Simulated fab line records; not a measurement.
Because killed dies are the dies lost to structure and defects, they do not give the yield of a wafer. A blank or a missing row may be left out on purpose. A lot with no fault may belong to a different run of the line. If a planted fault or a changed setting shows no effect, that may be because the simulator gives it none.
What tool caused it? ; flow n5-finfet ; 24 lots with 72 wafers sampled at 6 steps, on a route of 1938 steps

== WHAT THE GAUGES READ, wafer by wafer ==
N5_BEOL_M13_OCD_MEAS_35. Usual: 411 nm for trench-depth-nm, sd 5.3.
lot;measured;on;trench-depth-nm (nm);flag
L074;day 10 09:44;ocd-02;405 401 404;
L076;day 10 16:08;ocd-01;414 415 410;
L075;day 10 16:52;ocd-01;411 411 411;
L077;day 11 08:28;ocd-02;411 411 403;
L080;day 11 13:16;ocd-02;414 415 410;
L079;day 11 16:31;ocd-01;408 416 410;
L078;day 11 21:32;ocd-01;415 414 411;
L081;day 12 05:40;ocd-02;411 409 410;
L083;day 12 12:26;ocd-02;416 402 420;
L082;day 12 14:12;ocd-01;412 410 410;
L084;day 12 14:43;ocd-01;417 406 417;
L085;day 13 00:49;ocd-01;407 421 409;
L086;day 13 08:37;ocd-02;417 410 415;
L087;day 13 12:43;ocd-01;405 411 409;
L088;day 13 22:02;ocd-02;409 416 412;
L090;day 13 22:59;ocd-02;411 409 407;
L091;day 14 05:22;ocd-01;415 413 410;
L089;day 14 05:55;ocd-02;397 413 415;
L092;day 14 12:56;ocd-01;402 403 403;
L093;day 14 17:39;ocd-01;409 412 413;
L094;day 14 20:19;ocd-01;404 412 412;
L095;day 15 20:59;ocd-02;415 406 418;
L096;day 15 21:11;ocd-01;418 408 409;
L097;day 16 10:32;ocd-01;418 410 409;

N5_BEOL_M13_RS_MEAS_54: measures by four-point-probe. Usual: M13_RS 0.0454 ohm/sq, standard deviation 0.00063.
lot;measured;on;M13_RS (ohm/sq);flag
L074;day 10 11:20;film-metro-02;0.0462 0.0466 0.0461;
L076;day 10 18:24;film-metro-01;0.0452 0.0449 0.0456;
L075;day 10 19:13;film-metro-01;0.0453 0.0453 0.0455;
L077;day 11 12:13;film-metro-01;0.0450 0.0452 0.0463;
L080;day 11 17:05;film-metro-02;0.0449 0.0451 0.0455;
L079;day 11 20:22;film-metro-01;0.0456 0.0447 0.0456;
L078;day 12 00:54;film-metro-02;0.0451 0.0448 0.0453;
L081;day 12 07:55;film-metro-02;0.0453 0.0453 0.0454;
L083;day 12 14:08;film-metro-01;0.0447 0.0462 0.0443;
L082;day 12 15:58;film-metro-01;0.0453 0.0453 0.0454;
L084;day 12 17:26;film-metro-01;0.0446 0.0459 0.0448;
L085;day 13 04:43;film-metro-01;0.0455 0.0439 0.0455;
L086;day 13 11:40;film-metro-01;0.0446 0.0452 0.0448;
L087;day 13 14:27;film-metro-02;0.0459 0.0454 0.0458;
L088;day 14 01:33;film-metro-02;0.0458 0.0449 0.0449;
L090;day 14 02:04;film-metro-01;0.0456 0.0454 0.0459;
L091;day 14 11:59;film-metro-02;0.0451 0.0453 0.0456;
L089;day 14 13:54;film-metro-02;0.0469 0.0452 0.0449;
L092;day 14 14:45;film-metro-02;0.0464 0.0462 0.0463;
L093;day 14 20:17;film-metro-01;0.0451 0.0448 0.0450;
L094;day 14 22:59;film-metro-01;0.0461 0.0451 0.0453;
L095;day 16 00:38;film-metro-02;0.0449 0.0459 0.0449;
L096;day 16 00:49;film-metro-01;0.0444 0.0455 0.0456;
L097;day 16 14:58;film-metro-01;0.0445 0.0455 0.0455;

N5_BEOL_M13_INSPECT_55: inspects for defects (darkfield). Usual: 69 for raw-defect-count, sd 23.
lot;measured;on;raw-defect-count;flag
L074;day 10 11:22;defect-inspect-02;82 76 94;
L076;day 10 18:25;defect-inspect-01;52 70 57;
L075;day 10 19:14;defect-inspect-01;70 77 50;
L077;day 11 12:14;defect-inspect-02;111 76 100;
L080;day 11 17:06;defect-inspect-01;39 79 42;
L079;day 11 20:23;defect-inspect-01;61 84 108;
L078;day 12 00:55;defect-inspect-01;57 104 166;
L081;day 12 07:56;defect-inspect-01;71 55 77;
L083;day 12 14:10;defect-inspect-01;48 47 62;
L082;day 12 15:59;defect-inspect-01;48 52 41;
L084;day 12 17:28;defect-inspect-01;76 35 74;
L085;day 13 04:44;defect-inspect-01;79 48 47;
L086;day 13 11:41;defect-inspect-01;75 75 107;
L087;day 13 14:29;defect-inspect-02;55 39 53;
L088;day 14 01:35;defect-inspect-02;78 73 93;
L090;day 14 02:05;defect-inspect-02;61 59 74;
L091;day 14 12:01;defect-inspect-02;52 40 96;
L089;day 14 13:55;defect-inspect-02;106 62 81;
L092;day 14 14:46;defect-inspect-01;57 48 40;
L093;day 14 20:19;defect-inspect-01;90 73 46;
L094;day 14 23:01;defect-inspect-01;89 67 127;
L095;day 16 00:40;defect-inspect-02;55 62 76;
L096;day 16 00:50;defect-inspect-02;72 46 85;
L097;day 16 14:59;defect-inspect-01;43 63 74;

N5_BEOL_M14_OVL_MEAS_11. Usual: V13_OVL 2 nm, standard deviation 6.2.
lot;measured;on;V13_OVL (nm);flag
L074;day 10 12:22;overlay-01;2 -8 -11;
L076;day 10 18:59;overlay-01;7 9 9;
L075;day 10 19:56;overlay-01;11 14 6;
L077;day 11 12:53;overlay-01;-1 0 -3;
L080;day 11 17:47;overlay-01;-9 -1 2;
L079;day 11 20:58;overlay-01;5 0 4;
L078;day 12 01:30;overlay-01;-1 -9 -9;
L081;day 12 08:30;overlay-01;16 9 14;
L083;day 12 14:44;overlay-02;0 5 7;
L082;day 12 16:33;overlay-02;-6 2 -1;
L084;day 12 18:01;overlay-01;11 4 5;
L085;day 13 05:26;overlay-01;6 0 3;
L086;day 13 12:20;overlay-01;-4 -3 1;
L087;day 13 15:02;overlay-01;-1 -3 -3;
L088;day 14 02:08;overlay-01;3 -3 -1;
L090;day 14 02:39;overlay-02;9 6 2;
L091;day 14 12:43;overlay-01;4 7 -4;
L089;day 14 14:37;overlay-01;7 10 2;
L092;day 14 15:20;overlay-01;2 -3 5;
L093;day 14 21:05;overlay-02;2 12 8;
L094;day 14 23:42;overlay-01;-2 -5 -5;
L095;day 16 01:14;overlay-02;-3 0 0;
L096;day 16 01:24;overlay-02;3 2 4;
L097;day 16 15:33;overlay-01;12 5 12;

N5_BEOL_M14_CD_MEAS_17: target cd 250 nm. Usual: 250.4 nm for cd-nm, sd 2.2.
lot;measured;on;cd-nm (nm);flag
L074;day 10 13:16;cd-sem-03;253.5 252.9 252.6;
L076;day 10 19:29;cd-sem-03;246.3 249.6 250.5;
L075;day 10 20:29;cd-sem-02;250.6 249.6 249.0;
L077;day 11 13:41;cd-sem-01;249.6 249.0 248.0;
L080;day 11 18:19;cd-sem-02;255.4 252.9 251.1;
L079;day 11 21:27;cd-sem-01;251.6 252.1 249.1;
L078;day 12 01:59;cd-sem-01;252.5 256.0 253.3;
L081;day 12 09:07;cd-sem-02;251.7 248.6 249.8;
L083;day 12 15:13;cd-sem-01;251.9 250.2 252.3;
L082;day 12 17:02;cd-sem-02;254.4 253.0 250.5;
L084;day 12 18:31;cd-sem-03;248.9 251.9 247.8;
L085;day 13 05:59;cd-sem-02;245.4 247.0 246.7;
L086;day 13 12:55;cd-sem-02;251.4 250.6 249.2;
L087;day 13 15:32;cd-sem-01;250.8 248.3 249.1;
L088;day 14 02:38;cd-sem-01;252.3 248.2 252.9;
L090;day 14 03:08;cd-sem-03;251.6 248.6 249.6;
L091;day 14 13:12;cd-sem-02;248.7 252.1 253.5;
L089;day 14 15:06;cd-sem-03;252.1 249.0 251.8;
L092;day 14 15:53;cd-sem-01;249.3 248.6 249.9;
L093;day 14 21:35;cd-sem-01;251.5 252.3 253.9;
L094;day 15 00:12;cd-sem-01;246.7 245.9 245.8;
L095;day 16 01:44;cd-sem-02;246.5 249.7 246.2;
L096;day 16 01:53;cd-sem-01;251.1 250.1 251.3;
L097;day 16 16:03;cd-sem-01;249.8 251.1 248.9;

== WHAT TOOL EACH LOT RAN ON (gives the tool, then ch and the chambers of the sampled wafers, and finally the start) ==
lot;N5_BEOL_M13_ETCH_67
L074;rie-diel-01 ch 0,1, day 10 09:12
L076;rie-diel-05 ch 1,2,3, day 10 15:35
L075;rie-diel-05 ch 1,2,3, day 10 16:20
L077;rie-diel-05 ch 0,2,3, day 11 07:56
L080;rie-diel-01 ch 0,1,2, day 11 12:44
L079;rie-diel-03 ch 0,1,2, day 11 15:58
L078;rie-diel-01 ch 0,1, day 11 20:59
L081;rie-diel-01 ch 0,1, day 12 05:07
L083;rie-diel-03 ch 0,2,3, day 12 11:53
L082;rie-diel-05 ch 0,1,2, day 12 13:40
L084;rie-diel-03 ch 0,1,3, day 12 14:10
L085;rie-diel-03 ch 0,3, day 13 00:16
L086;rie-diel-01 ch 0,1,2, day 13 08:05
L087;rie-diel-03 ch 0,2, day 13 12:10
L088;rie-diel-05 ch 0,1, day 13 21:29
L090;rie-diel-05 ch 1,2, day 13 22:26
L091;rie-diel-05 ch 0,1, day 14 04:49
L089;rie-diel-01 ch 0,2,3, day 14 05:22
L092;rie-diel-05 ch 1,2, day 14 12:23
L093;rie-diel-03 ch 0,1,2, day 14 17:07
L094;rie-diel-03 ch 0,2, day 14 19:47
L095;rie-diel-03 ch 0,1,3, day 15 20:27
L096;rie-diel-01 ch 0,2,3, day 15 20:38
L097;rie-diel-01 ch 1,3, day 16 09:59
- N5_BEOL_M13_ETCH_67: etches SiARC in CF4, target depth 143 nm, time 238.3 s.

== WHAT THE TOOLS THEMSELVES READ (means of the sampled wafers that have a number; where no wafer has one, the mark that the record gives instead) ==
N5_BEOL_M13_ETCH_67. Usual: for bias-w, 36.00 W with a standard deviation of 0.11; for drypump-motor-current-A, 5.7 A with a standard deviation of 0.54; for etch-rf-on-time-s, 237 s with a standard deviation of 6.1; for oes-product-au, 0.68 a.u. with a standard deviation of 0.072; for rf-vpp-V, 183.9 V with a standard deviation of 1.2; for showerhead-plenum-p-Torr, 2.13 Torr with a standard deviation of 0.078; for throttle-valve-pct, 15.55 % with a standard deviation of 0.2.
lot;tool;bias-w (W);drypump-motor-current-A (A);etch-rf-on-time-s (s);oes-product-au (a.u.);rf-vpp-V (V);showerhead-plenum-p-Torr (Torr);throttle-valve-pct (%);flag
L074;rie-diel-01;35.92;5.5;230;0.73;184.1;2.17;15.57;
L076;rie-diel-05;36.04;6.2;235;0.66;184.7;2.23;15.33;
L075;rie-diel-05;35.98;6.2;234;0.66;185.3;2.22;15.34;
L077;rie-diel-05;36.04;6.1;236;0.64;183.0;2.14;15.41;
L080;rie-diel-01;36.10;5.2;232;0.77;185.1;2.14;15.61;
L079;rie-diel-03;35.98;5.7;244;0.65;183.3;2.09;15.65;
L078;rie-diel-01;35.93;5.5;232;0.72;183.6;2.16;15.61;
L081;rie-diel-01;35.98;5.5;232;0.72;184.5;2.16;15.61;
L083;rie-diel-03;35.96;5.4;240;0.69;184.2;2.13;15.56;
L082;rie-diel-05;35.98;6.1;237;0.67;184.4;2.15;15.42;
L084;rie-diel-03;35.96;5.8;240;0.72;183.2;2.13;15.48;
L085;rie-diel-03;36.03;5.7;244;0.67;183.3;2.15;15.60;
L086;rie-diel-01;36.04;5.2;235;0.74;184.2;2.14;15.63;
L087;rie-diel-03;35.95;5.6;249;0.60;184.2;2.10;15.77;
L088;rie-diel-05;35.99;5.8;236;0.65;183.9;2.07;15.57;
L090;rie-diel-05;36.03;6.3;232;0.68;184.9;2.23;15.37;
L091;rie-diel-05;35.99;5.8;235;0.65;183.5;2.07;15.58;
L089;rie-diel-01;36.01;5.1;236;0.69;182.6;2.09;15.68;
L092;rie-diel-05;36.14;6.3;236;0.67;185.2;2.23;15.39;
L093;rie-diel-03;35.97;5.7;245;0.63;183.2;2.08;15.70;
L094;rie-diel-03;35.94;5.4;239;0.61;183.0;2.07;15.79;
L095;rie-diel-03;35.99;5.8;242;0.68;184.0;2.12;15.53;
L096;rie-diel-01;36.04;5.1;234;0.77;184.4;2.18;15.53;
L097;rie-diel-01;35.95;5.6;230;0.73;183.9;2.19;15.54;

== THE ANSWER, worked out from the rows above alone ==
Rule: a lot is off if the mean of its wafers that have a number lies more than 3 standard deviations from the usual mean. A lot without any number at a reading at which 4 lots or more have one is off too. All remaining lots with rows at the step are treated as sound. The gauges are gone through in route order, then the tools' own readings, and for those a lot's mean is taken as printed above. The first step at which some lot is off is used, and at that step the reading that is off furthest; a lot without a number counts as furthest.
No lot is off at any reading shown: from this, nothing can be told.

== WHAT THE SIMULATOR PUT IN ==
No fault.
